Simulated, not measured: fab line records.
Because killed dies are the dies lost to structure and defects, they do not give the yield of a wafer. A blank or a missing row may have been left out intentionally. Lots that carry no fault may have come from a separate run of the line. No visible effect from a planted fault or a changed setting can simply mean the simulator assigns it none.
8D (eight disciplines) problem report, filled in by code | flow n5_finfet | the parts of the form that need people (team, actions taken, sign-off) are left out

== 1. THE PROBLEM ==
A mean of 291.1 W is read at N5_FIN_SAQP_ETCH_64 for bias_w, taken on 1 wafer of 1 lot, against 399.9 W (standard deviation 1.2) on wafers free of any fault. That is -91 standard deviations from the usual mean.
The step: etches SiO2 in CF4, target depth 1.5 nm.
Seen first at day 3 08:37 on rie_si-03, wafer L460.2. Wafers with a number at this step in the record: 27, from 9 lots. Rule for "out" (also "out of limits"): further than 4 standard deviations from the usual mean. The other wafers with a number count as sound.

== 2. WHAT THIS IS AND IS NOT ==
question                    | is                     | is not
which readings at this step | bias_w, oes_product_au | drypump_motor_current_A, throttle_valve_pct
which lots                  | L460                   | L457, L458, L465, L468, L471, L476, L477, L478
which wafers of those lots  | L460.2                 | L460.4, L460.5
read on which tools         | rie_si-03              | rie_si-05, rie_si-06
when                        | from day 3 08:37       | up to then (8 sound wafers); but 18 sound wafers of L465, L468, L471, L476, L477, L478 came after

== 3. WHAT RULES OUT EACH SUSPECT ==
Counting: if a tool at a process step up to the reading ran every lot that is out, it stays a suspect. Sound lots after the first of them don't rule it out here, since some wafers of a struck lot are sound.
- rie_diel-01 at N5_FIN_SAQP_STRIP_70 (strips in N2/H2): kept. L460, the lot that is out, went through it at day 3 07:35; up to then, the latest sound lot through it was L457 at day 2 13:25.
- vapor_etch-01 at N5_FIN_SAQP_RECESS_71 (chemistry HF/NH3, target SiO2, target depth 3 nm, afs cycles 1, sublimation time 60 s): kept. L460, the lot that is out, went through it at day 3 07:38; up to then, the latest sound lot through it was L458 at day 2 20:02.
- ald_sin-01 at N5_FIN_SAQP_SPACER2_ALD_28 (deposits SiO2, target thk 8.1 nm, pulse time 1 s, purge time 2 s): kept. L460, the lot that is out, went through it at day 3 07:47; up to then, the latest sound lot through it was L458 at day 2 20:10.
- rie_si-03 at N5_FIN_SAQP_ETCH_64 (etches SiO2 in CF4, target depth 1.5 nm): kept. L460, the lot that is out, went through it at day 3 08:37; up to then, the latest sound lot through it was L457 at day 2 14:28. Its own bias_w, oes_product_au readings are out on those wafers.
- ald_sin-01, N5_FIN_SAQP_SPACER2_ALD_28: wafers that are out in chamber 2, sound lot-mates in chambers 0, 3.
- rie_si-03, N5_FIN_SAQP_ETCH_64: wafers that are out in chamber 2, sound lot-mates in chambers 0, 1.
Left after counting: rie_diel-01 at N5_FIN_SAQP_STRIP_70, vapor_etch-01 at N5_FIN_SAQP_RECESS_71, ald_sin-01 at N5_FIN_SAQP_SPACER2_ALD_28, rie_si-03 at N5_FIN_SAQP_ETCH_64.

== 4. THE CAUSE (what the simulator had put in) ==
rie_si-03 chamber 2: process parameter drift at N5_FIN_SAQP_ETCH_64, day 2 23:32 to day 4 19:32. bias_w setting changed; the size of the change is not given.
Counting leaves 4 suspects; this tool is one of them.

== 5. SEQUENCE OF EFFECTS, ordered by route ==
Rows list readings where the struck wafers' mean (over those with a number) sits beyond 3 standard deviations from the usual. Readings are gone through only where the record gives a usual standard deviation; hours: the median, over the lots, of the time from a lot's start at the first step in this table giving one to that lot's start at this step; sigmas: the change measured in usual standard deviations.
hours | step                | reading        | usual      | on struck wafers | change | sigmas
0     | N5_FIN_SAQP_ETCH_64 | bias_w         | 399.9 W    | 291.1            | -108.8 | -91
0     | N5_FIN_SAQP_ETCH_64 | oes_product_au | 1.001 a.u. | 0.934            | -0.067 | -4.5
The process steps in it:
- N5_FIN_SAQP_ETCH_64: etches SiO2 in CF4, target depth 1.5 nm.
At these later measuring or inspecting steps, every struck wafer for which the step has a row has a number for every such reading, and none has moved that far: N5_BEOL_M4_RC_MEAS_101.

== 6. HOW IT WOULD HAVE BEEN CAUGHT EARLIER ==
9 hours passed between the start of the fault at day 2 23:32 and the first reading out of limits in this record, taken at day 3 08:37.
